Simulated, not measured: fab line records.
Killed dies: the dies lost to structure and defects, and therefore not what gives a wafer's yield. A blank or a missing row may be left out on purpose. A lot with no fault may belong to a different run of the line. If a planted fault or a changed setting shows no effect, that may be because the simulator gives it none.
Check of tool commonality	flow nand-harc	Lots sampled 10, wafers sampled 33

WHY IT WAS OPENED
At NHARC_P_STI_CD_MEAS_09 the reading cd-nm is flagged on 1 of 10 lots. Wafers without a fault read 199.9 nm, standard deviation 1.7.
Rule: flag the lot when none of its wafers has a number, or when each of its wafers that has one lies beyond 4 standard deviations from that mean. The rest of the lots are taken to be sound.

lot	measured	on	cd-nm (nm), wafer by wafer	flag
L176	day 2 23:00	cd-sem-01	198.1 198.8 200.6	
L177	day 3 07:37	cd-sem-01	199.6 200.3 198.5	
L181	day 4 22:17	cd-sem-01	201.1 199.2 199.3	
L182	day 5 06:55	cd-sem-03	197.1 200.9 198.8	
L185	day 6 15:28	cd-sem-03	230.4 231.7 230.0 231.3 232.0 230.1	FLAGGED
L186	day 7 04:26	cd-sem-03	202.3 202.9 202.3	
L188	day 7 18:35	cd-sem-02	198.5 199.7 199.4	
L196	day 11 06:17	cd-sem-02	203.9 201.2 201.9	
L197	day 11 12:08	cd-sem-03	197.0 197.4 196.7	
L198	day 12 00:43	cd-sem-02	202.6 203.4 202.9	
On average the flagged lots' numbers are 230.9 nm, which is +31.0 nm against the usual, or +18 standard deviations.

TOOL THAT RAN EACH LOT
The record holds 2 process steps before the reading, out of a route of 1302 steps. Read each cell as the tool, then ch plus the chambers that the sampled wafers visited, then the start.
lot	flag	NHARC_P_ZERO_WELL_ETCH_62	NHARC_P_STI_EXPOSE_06
L176		rie-diel-03 ch 1,3, day 2 22:51 or earlier	krf-scanner-03 ch 0, day 2 22:51
L177		rie-diel-02 ch 2,3, day 3 07:28 or earlier	krf-scanner-02 ch 0, day 3 07:28
L181		rie-diel-02 ch 1,2,3, day 4 22:08 or earlier	krf-scanner-04 ch 0, day 4 22:08
L182		rie-diel-02 ch 1,2, day 5 06:46 or earlier	krf-scanner-02 ch 0, day 5 06:46
L185	FLAGGED	rie-diel-02 ch 0,2,3, day 6 15:19 or earlier	krf-scanner-04 ch 0, day 6 15:19
L186		rie-diel-08 ch 0,3, day 7 04:17 or earlier	krf-scanner-03 ch 0, day 7 04:17
L188		rie-diel-08 ch 2,3, day 7 18:26 or earlier	krf-scanner-04 ch 0, day 7 18:26
L196		rie-diel-03 ch 1,2, day 11 06:08 or earlier	krf-scanner-04 ch 0, day 11 06:08
L197		rie-diel-03 ch 0,1,3, day 11 11:59 or earlier	krf-scanner-03 ch 0, day 11 11:59
L198		rie-diel-02 ch 0,1,2, day 12 00:34 or earlier	krf-scanner-04 ch 0, day 12 00:34
What these steps do:
- NHARC_P_ZERO_WELL_ETCH_62: etches the open film in CHF3/Ar, target depth 13 nm, time 6.5 s.
- NHARC_P_STI_EXPOSE_06: exposes mask P STI, target cd 200 nm.
- NHARC_P_STI_CD_MEAS_09: target cd 200 nm.

FLAGGED OVER TOTAL, TOOL BY TOOL (the gauges that took the reading come last)
step	tool	lots run	flagged	share of the flagged lots	sound lots run after its first flagged lot
NHARC_P_ZERO_WELL_ETCH_62	rie-diel-02	5	1	all	1 (L198)
NHARC_P_ZERO_WELL_ETCH_62	rie-diel-03	3	0	none	-
NHARC_P_ZERO_WELL_ETCH_62	rie-diel-08	2	0	none	-
NHARC_P_STI_EXPOSE_06	krf-scanner-02	2	0	none	-
NHARC_P_STI_EXPOSE_06	krf-scanner-03	3	0	none	-
NHARC_P_STI_EXPOSE_06	krf-scanner-04	5	1	all	3 (L188,L196,L198)
NHARC_P_STI_CD_MEAS_09	cd-sem-01	3	0	none	-
NHARC_P_STI_CD_MEAS_09	cd-sem-02	3	0	none	-
NHARC_P_STI_CD_MEAS_09	cd-sem-03	4	1	all	2 (L186,L197)
With no start given for some of its lots, NHARC_P_ZERO_WELL_ETCH_62 uses the hours and lot order of NHARC_P_STI_EXPOSE_06.

WHAT THE TABLE ALLOWS
In the table, 3 rows ran each flagged lot (rie-diel-02 at NHARC_P_ZERO_WELL_ETCH_62; krf-scanner-04 at NHARC_P_STI_EXPOSE_06; cd-sem-03 at NHARC_P_STI_CD_MEAS_09).
- rie-diel-02 at NHARC_P_ZERO_WELL_ETCH_62: 1 of its 5 lots flagged. Sound lots ran on it after the first flagged one (L198), which a lasting fault on the whole tool wouldn't allow.
- krf-scanner-04 at NHARC_P_STI_EXPOSE_06: 1 of its 5 lots flagged. Sound lots ran on it after the first flagged one (L188, L196, L198), which a lasting fault on the whole tool wouldn't allow.
- cd-sem-03 at NHARC_P_STI_CD_MEAS_09: 1 of its 4 lots flagged. Sound lots ran on it after the first flagged one (L186, L197), which a lasting fault on the whole tool wouldn't allow.
No row of the table ran every flagged lot and no sound lot after the first.

WHAT HAD BEEN PUT IN BY THE SIMULATOR
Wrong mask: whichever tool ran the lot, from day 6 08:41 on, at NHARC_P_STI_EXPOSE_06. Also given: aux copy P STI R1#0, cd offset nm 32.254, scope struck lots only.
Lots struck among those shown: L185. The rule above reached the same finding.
